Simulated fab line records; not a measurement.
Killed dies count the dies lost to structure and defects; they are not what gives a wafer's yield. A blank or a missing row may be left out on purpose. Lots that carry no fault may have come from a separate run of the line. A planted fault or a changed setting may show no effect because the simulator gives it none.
Struck lot and sound lot, side by side || flow n5 finfet || 16 steps out of a route of 1938
Sound: these wafers, L494.1, L494.2, L494.4. The struck wafers were L505.2, L505.5, L505.6. The cause comes at the end.
For every step that has rows: the tool of each side, followed by ch and its chambers, followed by its first start. Under that, the readings that differ: sound wafers || struck wafers || difference of the means || sigmas: that difference in standard deviations of wafers without a fault.
alike: a reading whose means differ by less than 2 such deviations, as well as words and numbers matching on both sides. not compared: withheld readings; readings where some wafer has no value; bounds like >300 that might hide an equal value; numbers whose values overlap and for which the record gives no deviation.
The two part at a step that has a row with sigmas, a row that says differs or no value, or rows on one side only. When numbers do not overlap yet have no deviation, they are printed without sigmas and do not part them. A reading that every wafer of one side lacks parts them only if that side has two wafers or more.

N5_WELL_APT_OVL_MEAS_09:
  sound on overlay-01 ch 0, day 2 07:46; struck on overlay-02 ch 0, day 5 01:46
  alike: NWELL_OVL
N5_WELL_APT_INSPECT_10: inspects for defects (macro).
  struck on defect inspect-01, day 5 01:47; sound on defect inspect-02, day 2 07:47
  alike: raw defect count
N5_WELL_APT_DESCUM_13: chemistry O2, time 7.9 s.
  sound on rie diel-02 ch 0,1,3, day 2 07:49; struck on rie diel-02 ch 0,2,3, day 5 01:49
  alike: drypump motor current A, oes product au, rf vpp V, showerhead plenum p Torr, throttle valve pct
  not compared: rf hours counter h
then, 9 steps without rows for these wafers: N5_WELL_APT_IMPLANT_14; N5_WELL_APT_IMPLANT_15; N5_WELL_APT_STRIP_16 (strips in SPM, time 900 s); N5_WELL_APT_HMDS_18 (time 60 s); N5_WELL_APT_COAT_19 (resist thk 950 nm); N5_WELL_APT_EBR_21; N5_WELL_APT_SOFTBAKE_20 (time 60 s); N5_WELL_APT_EXPOSE_22 (exposes mask PWELL, defocus 0 nm, target cd 200 nm); N5_WELL_APT_PEB_23 (peb time 90 s).
N5_WELL_APT_DEVELOP_24: develop time 45 s.
  sound on litho track-03 ch 0, day 2 08:44; struck on litho track-01, day 5 02:52
  no value came back on the struck wafers for chill plate temp C (C), develop time s (s); on the sound wafers chill plate temp C (C) reads 22.99 22.96 23.07
{"reading": "model.coat_of_WELL_APT_COAT_19.thk nm (nm)", "sound": "934.7 934.5 933.7", "struck": "949.9 948.8 949.6", "difference": "+15.1", "sigmas": ""}
then, 1 step without rows for these wafers: N5_WELL_APT_HARDBAKE_29 (time 120 s).
N5_WELL_APT_CD_MEAS_25 targets a cd of 200 nm.
  sound on cd sem-02 ch 0, day 2 08:51; struck on cd sem-01 ch 0, day 5 02:59
{"reading": "cd nm (nm)", "sound": "201.1 196.3 199.9", "struck": "- - -", "difference": "no value on the struck wafers", "sigmas": ""}
N5_WELL_APT_OVL_MEAS_26:
  sound on overlay-01 ch 0, day 2 08:53; struck on overlay-01 ch 0, day 5 03:01
{"reading": "PWELL_OVL (nm)", "sound": "0 -4 -8", "struck": "- - -", "difference": "no value on the struck wafers", "sigmas": ""}

## WHERE THEY PART
Last at N5_WELL_APT_OVL_MEAS_26 as far as this record goes, first at N5_WELL_APT_DEVELOP_24.

WHY: what the simulator had put in
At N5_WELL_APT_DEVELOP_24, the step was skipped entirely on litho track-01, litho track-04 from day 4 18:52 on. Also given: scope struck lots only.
